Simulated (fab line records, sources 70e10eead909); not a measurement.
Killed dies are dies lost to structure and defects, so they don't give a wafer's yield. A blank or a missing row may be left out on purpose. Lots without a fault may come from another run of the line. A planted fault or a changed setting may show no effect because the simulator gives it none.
Chamber matching | flow nand_harc | NHARC_P_ZERO_WELL_ETCH_65 on rie_diel-07: 4 sister chambers
The step etches the open film in N2/H2, target depth 80 nm, overetch 24 nm, time 87.88 s. 22 wafers are shown with their chamber, then 11 later ones without.

WAFERS WITH THEIR CHAMBER
wafer  | chamber | drypump_motor_current_A (A) | rf_vpp_V (V) | throttle_valve_pct (%)
L074.1 | 3       | 5.2                         | 434.4        | 14.162
L074.5 | 3       | 5.2                         | 433.4        | 14.179
L074.6 | 0       | 6.0                         | 427.9        | 14.171
L077.1 | 2       | 5.5                         | 428.8        | 14.180
L077.5 | 1       | 5.2                         | 428.5        | 14.179
L077.6 | 2       | 5.6                         | 430.0        | 14.165
L078.1 | 0       | 6.0                         | 428.8        | 14.173
L078.2 | 2       | 5.5                         | 430.2        | 14.170
L078.6 | 1       | 5.2                         | 428.0        | 14.162
L079.1 | 1       | 5.2                         | 428.3        | 14.151
L079.2 | 0       | 6.0                         | 427.7        | 14.172
L079.3 | 3       | 5.2                         | 434.0        | 14.157
L080.2 | 2       | 5.6                         | 428.4        | 14.166
L080.5 | 2       | 5.5                         | 431.7        | 14.184
L080.6 | 3       | 5.2                         | 434.8        | 14.161
L084.1 | 1       | 5.2                         | 428.3        | 14.179
L084.4 | 3       | 5.2                         | 433.7        | 14.170
L084.6 | 0       | 5.9                         | 428.1        | 14.177
L087.1 | 0       | 6.0                         | 429.3        | 14.177
L087.4 | 3       | 5.2                         | 434.2        | 14.159
L087.6 | 0       | 6.0                         | 427.6        | 14.183
L088.3 | 0       | 6.0                         | 429.9        | 14.169

SIGNATURES (means of the wafers above)
reading                 | chamber 0 | chamber 1 | chamber 2 | chamber 3 | scatter within a chamber
drypump_motor_current_A | 5.986     | 5.200     | 5.540     | 5.200     | 0.0338
rf_vpp_V                | 428.471   | 428.275   | 429.820   | 434.083   | 0.843
throttle_valve_pct      | 14.17457  | 14.16775  | 14.17300  | 14.16467  | 0.00863
Rule: a wafer's distance from a chamber is the root of the sum, over the readings, of the square of ((its reading less the chamber's mean) divided by the reading's scatter). The wafer belongs to the nearest chamber; if the next one is less than 2 further off, it can't be placed. The scatter: the root of (the sum of the squares of (reading less its chamber's mean) over the shown wafers, divided by (wafers less chambers)).

WAFERS WITHOUT THEIR CHAMBER
wafer  | drypump_motor_current_A (A) | rf_vpp_V (V) | throttle_valve_pct (%)
L088.4 | 5.5                         | 429.5        | 14.174
L088.5 | 6.0                         | 428.9        | 14.159
L091.1 | 5.2                         | 427.5        | 14.186
L091.3 | 5.5                         | 428.6        | 14.172
L091.6 | 5.2                         | 435.4        | 14.187
L093.1 | 6.0                         | 428.6        | 14.170
L093.2 | 5.5                         | 429.9        | 14.164
L093.4 | 5.2                         | 428.4        | 14.168
L094.2 | 5.1                         | 435.1        | 14.172
L094.3 | 6.0                         | 427.7        | 14.175
L094.6 | 5.5                         | 429.5        | 14.181

WHICH CHAMBER EACH WENT THROUGH
wafer  | from the rows above | in truth
L088.4 | 2                   | 2
L088.5 | 0                   | 0
L091.1 | 1                   | 1
L091.3 | 2                   | 2
L091.6 | 3                   | 3
L093.1 | 0                   | 0
L093.2 | 2                   | 2
L093.4 | 1                   | 1
L094.2 | 3                   | 3
L094.3 | 0                   | 0
L094.6 | 2                   | 2
Placed correctly: 11 of 11. Can't be placed from these rows: 0. Placed wrongly: 0.
